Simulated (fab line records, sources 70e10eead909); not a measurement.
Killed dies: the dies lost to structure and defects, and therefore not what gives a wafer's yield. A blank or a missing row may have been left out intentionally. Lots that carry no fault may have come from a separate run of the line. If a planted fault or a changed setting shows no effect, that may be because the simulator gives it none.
Which of the tools did it?    flow nand harc    Sampling: 12 lots, 36 wafers, 5 of 1302 route steps

WHAT THE GAUGES READ, wafer by wafer
NHARC_P_M2_INSPECT_11.
lot   measured      on                 raw defect count
L930  day 6 16:13   defect inspect-01  1 6 7
L932  day 7 13:57   defect inspect-02  1 3 3
L933  day 8 01:34   defect inspect-02  4 2 4
L935  day 8 20:55   defect inspect-01  3 5 6
L937  day 9 18:43   defect inspect-01  10 3 8
L939  day 11 01:27  defect inspect-01  3 2 5
L942  day 12 09:52  defect inspect-02  7 5 7
L944  day 12 13:45  defect inspect-02  3 7 3
L946  day 13 07:19  defect inspect-01  3 1 2
L950  day 15 06:59  defect inspect-01  5 7 6
L951  day 15 12:41  defect inspect-01  3 2 2
L952  day 15 20:23  defect inspect-01  16 5 3

NHARC_END_SORT_01.
lot   measured      on         defect limited yield (%)  killed at array  killed at other  killed at periphery  killed dies  killed open  killed short
L930  day 24 20:51  prober-02  88.9 89.5 88.9            74 68 69         0 0 0            1 3 6                75 71 75     1 3 1        3 2 4
L932  day 25 06:57  prober-01  87.3 88.6 89.4            85 74 69         0 0 0            1 3 3                86 77 72     2 3 2        0 2 4
L933  day 25 17:34  prober-02  84.0 86.3 86.3            106 90 90        1 0 0            1 3 3                108 93 93    3 5 4        2 3 3
L935  day 26 13:50  prober-02  93.5 91.3 92.8            39 56 46         0 0 0            5 3 3                44 59 49     2 3 3        4 2 3
L937  day 28 03:13  prober-02  86.9 86.7 87.9            81 87 78         1 1 0            7 2 4                89 90 82     3 1 3        3 1 1
L939  day 29 01:03  prober-01  94.1 95.3 92.6            40 30 46         0 1 2            0 1 2                40 32 50     3 3 2        2 2 1
L942  day 30 10:48  prober-01  0 0 0                     80 73 77         3 1 0            594 603 600          677 677 677  2 2 2        4 2 3
L944  day 30 20:20  prober-02  0 0 0                     61 51 51         2 2 1            614 624 625          677 677 677  5 1 2        2 3 3
L946  day 31 12:52  prober-01  92.2 91.9 90.0            46 52 65         0 1 2            7 2 1                53 55 68     2 3 3        4 3 6
L950  day 33 11:40  prober-01  90.7 91.6 89.1            61 56 68         0 0 0            2 1 6                63 57 74     0 3 5        2 5 3
L951  day 33 03:03  prober-01  91.0 91.7 92.2            59 53 44         2 1 5            0 2 4                61 56 53     4 2 4        5 0 2
L952  day 34 04:56  prober-01  91.0 90.8 90.4            47 60 61         2 0 2            12 2 2               61 62 65     4 3 5        1 2 0

WHICH TOOL RAN EACH LOT (tool, then ch and the chambers of the sampled wafers, then the start)
lot   NHARC_P_M1_ANNEAL_31              NHARC_P_M2_ETCH_35                  NHARC_P_M2_STRIP_18
L930  rtp anneal-02 ch 0, day 6 14:01   rie diel-09 ch 0,2,3, day 6 16:22   rie diel-07 ch 0,1,2, day 6 16:43
L932  rtp anneal-02 ch 0, day 7 11:46   rie diel-10 ch 0,2,3, day 7 14:07   rie diel-09 ch 1,2,3, day 7 14:27
L933  rtp anneal-01 ch 0, day 7 23:13   rie diel-10 ch 1,2, day 8 01:43     rie diel-07 ch 1,3, day 8 02:00
L935  rtp anneal-01 ch 0, day 8 18:34   rie diel-07 ch 0,1,2, day 8 21:04   rie diel-09 ch 1,2,3, day 8 21:21
L937  rtp anneal-02 ch 0, day 9 16:23   rie diel-09 ch 2,3, day 9 18:52     rie diel-07 ch 0,1, day 9 19:11
L939  rtp anneal-01 ch 0, day 10 23:14  rie diel-07 ch 0,2, day 11 01:35    rie diel-09 ch 1,2, day 11 01:55
L942  rtp anneal-02 ch 0, day 12 07:34  rie diel-09 ch 0,2,3, day 12 10:01  rie diel-10 ch 2,3, day 12 10:18
L944  rtp anneal-01 ch 0, day 12 11:37  rie diel-07 ch 0,1, day 12 13:54    rie diel-09 ch 0,1,3, day 12 14:11
L946  rtp anneal-02 ch 0, day 13 05:08  rie diel-09 ch 0,1,3, day 13 07:29  rie diel-10 ch 0,1, day 13 07:47
L950  rtp anneal-02 ch 0, day 15 04:43  rie diel-09 ch 1,3, day 15 07:08    rie diel-10 ch 0,1,3, day 15 07:28
L951  rtp anneal-02 ch 0, day 15 10:28  rie diel-09 ch 0,2,3, day 15 12:49  rie diel-07 ch 0,1,3, day 15 13:07
L952  rtp anneal-01 ch 0, day 15 18:13  rie diel-09 ch 2,3, day 15 20:31    rie diel-10 ch 0,1,3, day 15 20:50
- NHARC_P_M1_ANNEAL_31: time 90 s.
- NHARC_P_M2_ETCH_35: etches the open film in N2/H2, target depth 40 nm, overetch 12 nm, time 43.94 s.
- NHARC_P_M2_STRIP_18: strips in N2/H2.

AS READ BY THE TOOLS THEMSELVES (means over the sampled wafers that have a number; for cases with no such wafer, the mark the record gives instead)
NHARC_P_M1_ANNEAL_31.
lot   tool           anneal temp c (C)  wafer_temp_C_max
L930  rtp anneal-02  224.95             226.10
L932  rtp anneal-02  224.84             225.82
L933  rtp anneal-01  224.98             225.82
L935  rtp anneal-01  225.11             226.01
L937  rtp anneal-02  224.75             226.03
L939  rtp anneal-01  224.86             226.08
L942  rtp anneal-02  224.84             225.98
L944  rtp anneal-01  225.00             226.30
L946  rtp anneal-02  224.71             226.00
L950  rtp anneal-02  224.65             225.99
L951  rtp anneal-02  224.86             226.19
L952  rtp anneal-01  224.87             226.27

NHARC_P_M2_ETCH_35.
lot   tool         bias w (W)  chamber pressure mTorr (mTorr)  drypump motor current A (A)  oes product au (a.u.)  rf vpp V (V)  showerhead plenum p Torr (Torr)  throttle valve pct (%)
L930  rie diel-09  150.2       30.016                          6.0                          1.000                  432.6         2.13                             14.178
L932  rie diel-10  150.1       29.987                          5.4                          0.993                  429.4         2.00                             14.178
L933  rie diel-10  150.1       29.999                          5.5                          1.011                  432.4         2.12                             14.170
L935  rie diel-07  150.1       29.999                          5.9                          1.002                  433.7         2.15                             14.182
L937  rie diel-09  150.1       29.972                          6.0                          1.004                  434.9         2.19                             14.174
L939  rie diel-07  150.2       30.027                          5.7                          1.009                  433.5         2.15                             14.174
L942  rie diel-09  -           -                               -                            -                      -             -                                -
L944  rie diel-07  -           -                               -                            -                      -             -                                -
L946  rie diel-09  149.7       30.004                          6.1                          1.006                  431.2         2.09                             14.172
L950  rie diel-09  150.0       29.988                          6.2                          1.003                  433.0         2.11                             14.165
L951  rie diel-09  150.4       29.996                          6.0                          0.989                  432.0         2.13                             14.165
L952  rie diel-09  150.1       30.008                          5.9                          0.997                  434.2         2.20                             14.173

NHARC_P_M2_STRIP_18.
lot   tool         drypump motor current A (A)  oes product au (a.u.)  power w (W)  rf vpp V (V)  showerhead plenum p Torr (Torr)  throttle valve pct (%)
L930  rie diel-07  5.8                          1.006                  1000.3       91.1          2.15                             14.160
L932  rie diel-09  6.1                          1.001                  1002.7       91.1          2.16                             14.166
L933  rie diel-07  6.1                          1.008                  998.7        91.1          2.03                             14.174
L935  rie diel-09  6.1                          1.012                  1001.4       91.5          2.16                             14.167
L937  rie diel-07  6.0                          0.995                  1000.3       91.7          2.15                             14.172
L939  rie diel-09  6.2                          1.006                  999.7        90.8          2.11                             14.182
L942  rie diel-10  5.4                          0.994                  999.6        90.2          2.00                             14.179
L944  rie diel-09  6.1                          0.999                  999.4        91.0          2.09                             14.168
L946  rie diel-10  5.9                          0.998                  999.0        90.0          1.96                             14.163
L950  rie diel-10  5.8                          1.010                  999.8        90.5          1.97                             14.172
L951  rie diel-07  6.0                          1.003                  1002.5       91.4          2.07                             14.174
L952  rie diel-10  5.8                          1.013                  1002.5       90.3          1.97                             14.167

THE ANSWER, worked out from the rows above alone
Rule: the lots themselves supply what counts as usual. Put in order of their means at a reading, lots are off if they are a third of the lots or fewer, leave a main group of 4 or more, and stand apart from it by a gap of 3 or more times the standard deviation of the main group's means; of several such gaps the widest counts. The tables above print the reading to a certain number of digits; a main group whose means all agree to those digits is not used. Also off: a lot with no number at a reading for which 4 or more lots have one. Any other lot the step has rows for is counted as sound. Order of review: gauges by route order, followed by the tools' own readings, for which a lot's mean as printed above is used. The first step at which some lot is off is used, and at that step the reading that is off furthest; a lot without a number counts as furthest.
Off at NHARC_END_SORT_01 (killed at periphery): L942, L944. Main group: mean 3.1, sd 1.2.
A tool fits if, at a process step before that reading, it ran every lot that is off, and no sound lot after the first of them. The gauges at NHARC_END_SORT_01 aren't tried: what is off there is off at NHARC_P_M2_ETCH_35 too, on other tools, and a gauge's error can't cause that. Of those tried, none fits.

WHAT THE SIMULATOR PUT IN
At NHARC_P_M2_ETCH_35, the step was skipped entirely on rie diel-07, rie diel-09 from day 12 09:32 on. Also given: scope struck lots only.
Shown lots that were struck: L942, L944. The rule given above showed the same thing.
